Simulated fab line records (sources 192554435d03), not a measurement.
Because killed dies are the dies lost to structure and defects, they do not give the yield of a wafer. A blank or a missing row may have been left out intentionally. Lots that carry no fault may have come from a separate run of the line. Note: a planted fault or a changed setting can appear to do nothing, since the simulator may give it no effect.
Matching of chambers + flow n5-finfet + N5_BEOL_M11_CURE_71 on uv-cure-01 has 3 sister chambers
The step cures SiCOH lowk, time 240 s. 18 wafers are shown with their chamber, then 9 later ones without.

EACH WAFER AND ITS CHAMBER
| wafer  | chamber | wafer_temp_C_max | lamp-power-pct (%) |
|--------|---------|------------------|--------------------|
| L074.3 | 0       | 388.7            | 52.38              |
| L074.5 | 0       | 387.9            | 52.31              |
| L074.6 | 0       | 388.5            | 52.25              |
| L076.1 | 2       | 386.1            | 52.26              |
| L076.2 | 2       | 386.3            | 52.28              |
| L076.6 | 2       | 386.1            | 52.31              |
| L077.1 | 0       | 388.3            | 52.32              |
| L077.2 | 0       | 387.7            | 52.26              |
| L077.6 | 0       | 387.1            | 52.30              |
| L078.1 | 2       | 386.2            | 52.32              |
| L078.3 | 2       | 386.1            | 52.32              |
| L078.4 | 2       | 386.3            | 52.31              |
| L081.1 | 1       | 388.6            | 52.44              |
| L081.2 | 1       | 387.3            | 52.28              |
| L081.5 | 1       | 387.7            | 52.34              |
| L087.2 | 0       | 387.6            | 52.27              |
| L087.5 | 0       | 387.9            | 52.27              |
| L087.6 | 0       | 389.1            | 52.20              |

SIGNATURES (averages over the wafers above)
| reading          | chamber 0 | chamber 1 | chamber 2 | scatter within a chamber |
|------------------|-----------|-----------|-----------|--------------------------|
| wafer_temp_C_max | 388.089   | 387.867   | 386.183   | 0.515                    |
| lamp-power-pct   | 52.2844   | 52.3533   | 52.3000   | 0.0495                   |
Rule: distance of a wafer from a chamber = root of the sum over the readings of ((wafer's reading minus chamber's mean) / reading's scatter) squared. If the next closest chamber is less than 2 further off than the closest, the wafer can't be placed; otherwise it belongs to the closest. The scatter is the square root of a quotient: the sum, over the shown wafers, of each reading's squared deviation from its chamber's mean, divided by wafers minus chambers.

WAFERS WITH NO CHAMBER GIVEN
| wafer  | wafer_temp_C_max | lamp-power-pct (%) |
|--------|------------------|--------------------|
| L089.1 | 387.3            | 52.42              |
| L089.3 | 388.2            | 52.34              |
| L089.6 | 388.7            | 52.23              |
| L095.1 | 385.8            | 52.22              |
| L095.4 | 386.7            | 52.31              |
| L095.6 | 385.9            | 52.25              |
| L096.1 | 388.1            | 52.33              |
| L096.3 | 388.7            | 52.26              |
| L096.4 | 386.8            | 52.21              |

EACH ONE'S CHAMBER
| wafer  | from the rows above          | in truth |
|--------|------------------------------|----------|
| L089.1 | can't be placed: 1 or 0 or 2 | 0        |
| L089.3 | can't be placed: 1 or 0      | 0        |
| L089.6 | can't be placed: 0 or 1      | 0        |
| L095.1 | 2                            | 2        |
| L095.4 | can't be placed: 2 or 1 or 0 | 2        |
| L095.6 | 2                            | 2        |
| L096.1 | can't be placed: 1 or 0      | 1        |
| L096.3 | can't be placed: 0 or 1      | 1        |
| L096.4 | can't be placed: 2 or 0 or 1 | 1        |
Placed correctly: 2 of 9. Unplaceable from these rows: 7, with the true chamber sitting among the candidates in 7. Wrongly placed: 0.
